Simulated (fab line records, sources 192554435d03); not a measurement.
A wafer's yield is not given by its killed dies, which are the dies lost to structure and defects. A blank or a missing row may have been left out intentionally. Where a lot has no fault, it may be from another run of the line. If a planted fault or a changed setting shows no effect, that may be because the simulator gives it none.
Matching of chambers	flow n5_finfet	3 sister chambers for N5_BEOL_M2_DESCUM_33 on rie_diel-06
The step chemistry O2, time 7 s. 3 wafers are shown with their chamber, then 7 later ones without.

WAFERS, EACH WITH ITS CHAMBER
wafer	chamber	drypump_motor_current_A (A)
L092.6	3	5.9
L093.5	2	5.3
L093.6	0	5.9

WAFERS WHOSE CHAMBER IS MISSING
wafer	drypump_motor_current_A (A)
L094.2	5.9
L094.3	5.9
L094.5	5.9
L096.2	5.9
L096.3	5.3
L097.3	6.0
L097.6	5.3

EACH ONE'S CHAMBER
wafer	from the rows above	in truth
L094.2	can't be placed: 0 or 3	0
L094.3	can't be placed: 0 or 3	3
L094.5	can't be placed: 0 or 3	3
L096.2	can't be placed: 0 or 3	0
L096.3	2	2
L097.3	can't be placed: 0 or 3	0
L097.6	2	2
Correct placement for 2 of the 7. Cannot be placed on the basis of these rows: 5; the candidates contain the true chamber in 5. Placed wrongly: 0.
How it was worked out, from the rows above alone: a wafer's distance from a chamber is the root of the sum, over the readings, of the square of ((its reading less the chamber's mean) divided by the reading's scatter). The wafer belongs to the nearest chamber; if the next one is less than 2 further off, it can't be placed. The mean given for a chamber averages the wafers shown for that chamber. The scatter: with one shown wafer a chamber, the root of the mean of the squares of how far each hidden wafer lies from its nearest shown one.
